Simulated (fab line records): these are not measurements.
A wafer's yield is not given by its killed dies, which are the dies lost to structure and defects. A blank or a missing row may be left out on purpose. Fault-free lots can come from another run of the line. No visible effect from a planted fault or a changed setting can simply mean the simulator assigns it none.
Chamber matching | flow nand harc | pecvd-02 running NHARC_A_M0_DEP_32: 3 sister chambers
The step deposits SiCN, target thk 30 nm. 6 wafers are shown with their chamber, then 12 later ones without.

== EACH WAFER AND ITS CHAMBER ==
wafer  | chamber | heater power w (W)
L084.6 | 2       | 535
L086.2 | 2       | 526
L086.4 | 1       | 588
L088.1 | 0       | 549
L088.2 | 1       | 533
L088.6 | 0       | 551

== WAFERS WITHOUT THEIR CHAMBER ==
wafer  | heater power w (W)
L091.3 | 595
L091.4 | 572
L091.5 | 649
L094.1 | 593
L094.4 | 473
L094.6 | 594
L093.4 | 634
L093.5 | 575
L093.6 | 603
L097.1 | 567
L097.2 | 574
L097.6 | 525

== CHAMBER TAKEN BY EACH ==
wafer  | from the rows above          | in truth
L091.3 | can't be placed: 1 or 0 or 2 | 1
L091.4 | can't be placed: 1 or 0 or 2 | 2
L091.5 | can't be placed: 1 or 0 or 2 | 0
L094.1 | can't be placed: 1 or 0 or 2 | 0
L094.4 | can't be placed: 2 or 0 or 1 | 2
L094.6 | can't be placed: 1 or 0 or 2 | 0
L093.4 | can't be placed: 1 or 0 or 2 | 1
L093.5 | can't be placed: 1 or 0 or 2 | 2
L093.6 | can't be placed: 1 or 0 or 2 | 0
L097.1 | can't be placed: 1 or 0 or 2 | 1
L097.2 | can't be placed: 1 or 0 or 2 | 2
L097.6 | can't be placed: 2 or 0 or 1 | 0
Placed correctly: 0 of 12. Not placeable from these rows: 12 (in 12, the candidates include the true chamber). Number placed wrongly: 0.
How it was worked out, from the rows above alone: a wafer's distance from a chamber is the root of the sum, over the readings, of the square of ((its reading less the chamber's mean) divided by the reading's scatter). If the next closest chamber is less than 2 further off than the closest, the wafer can't be placed; otherwise it belongs to the closest. Each chamber's mean is taken over the wafers shown for it. The scatter is the square root of a quotient: the sum, over the shown wafers, of each reading's squared deviation from its chamber's mean, divided by wafers minus chambers.
